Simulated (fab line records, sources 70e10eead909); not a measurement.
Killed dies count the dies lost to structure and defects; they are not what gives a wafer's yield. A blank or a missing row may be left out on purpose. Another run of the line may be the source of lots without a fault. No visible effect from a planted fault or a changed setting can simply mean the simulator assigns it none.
Comparing a struck lot with a sound one :: flow nandHarc :: 15 out of 1159 route steps
Sound: the wafers L135.1, L135.2, L135.6. Wafers L140.2, L140.4, L140.6 were the ones struck. At the end, the cause is stated.
At each step with rows: each side's tool, then ch and its chambers, then its first start. Under that, the readings that differ: sound wafers :: struck wafers :: difference of the means :: sigmas: that difference in standard deviations of wafers without a fault.
alike: words and numbers the same on both sides, and readings whose means are apart by under 2 such deviations; not compared: readings that were withheld, readings missing a value for some wafer, numbers with overlapping values and no deviation given by the record, and bounds like >300 which may hide the same value.
A row with sigmas, a row that says differs or no value, or rows on one side alone: a step with any of these is where the two part. Numbers that have no deviation but don't overlap get no sigmas and don't part them. A reading missing from all wafers of one side parts the sides only when that side holds two or more wafers.

first, 2 steps without rows for these wafers: NHARC_A_CONTACT_PEB_67 (peb time 65 s); NHARC_A_CONTACT_DEVELOP_68 (develop time 35 s).
NHARC_A_CONTACT_CD_MEAS_69 targets a cd of 200 nm.
  sound on cdSem-01 ch 0, day 18 00:17; struck on cdSem-02 ch 0, day 19 21:26
  alike: cdNm
NHARC_A_CONTACT_OVL_MEAS_70:
  sound on overlay-01, day 18 00:23; struck on overlay-01, day 19 21:31
  alike: overlayXNm, overlayYNm
NHARC_A_CONTACT_INSPECT_71:
  sound on defectInspect-02, day 18 00:25; struck on defectInspect-01, day 19 21:33
  alike: rawDefectCount
NHARC_A_CONTACT_DESCUM_74: chemistry O2, time 3 s.
  sound on rieDiel-01 ch 0,1,2, day 18 00:28; struck on rieDiel-07 ch 1,2,3, day 19 21:38
  alike: drypumpMotorCurrentA, oesProductAu, rfVppV, showerheadPlenumPTorr, throttleValvePct
  not compared: rfHoursCounterH
NHARC_A_CONTACT_ETCH_75: etches the open film in CF4, target depth 39 nm, time 65 s.
  sound on rieDiel-01 ch 0,1,2, day 18 00:35; struck on rieDiel-07 ch 0,1,3, day 19 21:42
  alike: biasW, cf4FlowSccm, drypumpMotorCurrentA, oesProductAu, rfVppV, showerheadPlenumPTorr, throttleValvePct
  not compared: rfHoursCounterH
then, 3 steps without rows for these wafers: NHARC_A_CONTACT_ETCH_76 (etches the open film in N2/H2, target depth 260 nm, time 475.3 s); NHARC_A_CONTACT_ETCH_77 (etches the open film in CF4/CHF3, target depth 72.6 nm, time 36.3 s); NHARC_A_CONTACT_ETCH_78 (etches the open film in O2/COS, target depth 2800 nm, time 728 s).
NHARC_A_CONTACT_ETCH_124: etches the open film in C4F8/O2/Ar, time 140 s, target depth 700 nm.
  sound on harCapEtch-03 ch 0,1, day 18 01:37; struck on harCapEtch-02 ch 0,1, day 19 22:47
  alike: chamberPressureMTorr, oesAirLineAu
  not compared: rfHoursCounterH
NHARC_A_CONTACT_ETCH_125: etches the open film in C4F8/O2/Ar, time 155 s, target depth 956 nm.
  sound on harCapEtch-03 ch 0,1, day 18 01:49; struck on harCapEtch-02 ch 0,1, day 19 23:03
  alike: chamberPressureMTorr, oesAirLineAu
  not compared: rfHoursCounterH
NHARC_A_CONTACT_ETCH_126: etches the open film in C4F8/O2/Ar, time 155 s, target depth 956 nm.
  sound on harCapEtch-03 ch 0,1, day 18 01:58; struck on harCapEtch-02 ch 0,1, day 19 23:14
  no value came back on the struck wafers for chamberPressureMTorr (mTorr), oesAirLineAu (a.u.); on the sound wafers chamberPressureMTorr (mTorr) reads 20.011 20.029 20.002
  not compared: rfHoursCounterH
NHARC_A_CONTACT_ETCH_127: etches the open film in C4F8/O2/Ar, time 155 s, target depth 956 nm.
  sound on harCapEtch-03 ch 0,1, day 18 02:06; struck on harCapEtch-02 ch 0,1, day 19 23:25
  alike: chamberPressureMTorr, oesAirLineAu
  not compared: rfHoursCounterH
-- record jumps: 3 days between struck wafers' starts before vs after; left off in module A_CONTACT, resumes in module END, first step shown is number 1159 of the route --
NHARC_END_SORT_01:
  sound on prober-01 ch 0, day 20 21:46; struck on prober-01 ch 0, day 22 18:50
reading: killedAtArray
sound: 27 28 22
struck: 673 676 671
difference: +648
sigmas: +67

reading: killedDies
sound: 31 33 27
struck: 677 677 677
difference: +647
sigmas: +65
  alike: killedAtOther, killedAtPeriphery, killedOpen, killedShort

## WHERE THEY PART
Last at NHARC_END_SORT_01 as far as this record goes, first at NHARC_A_CONTACT_ETCH_126.

WHY: what had been put in by the simulator
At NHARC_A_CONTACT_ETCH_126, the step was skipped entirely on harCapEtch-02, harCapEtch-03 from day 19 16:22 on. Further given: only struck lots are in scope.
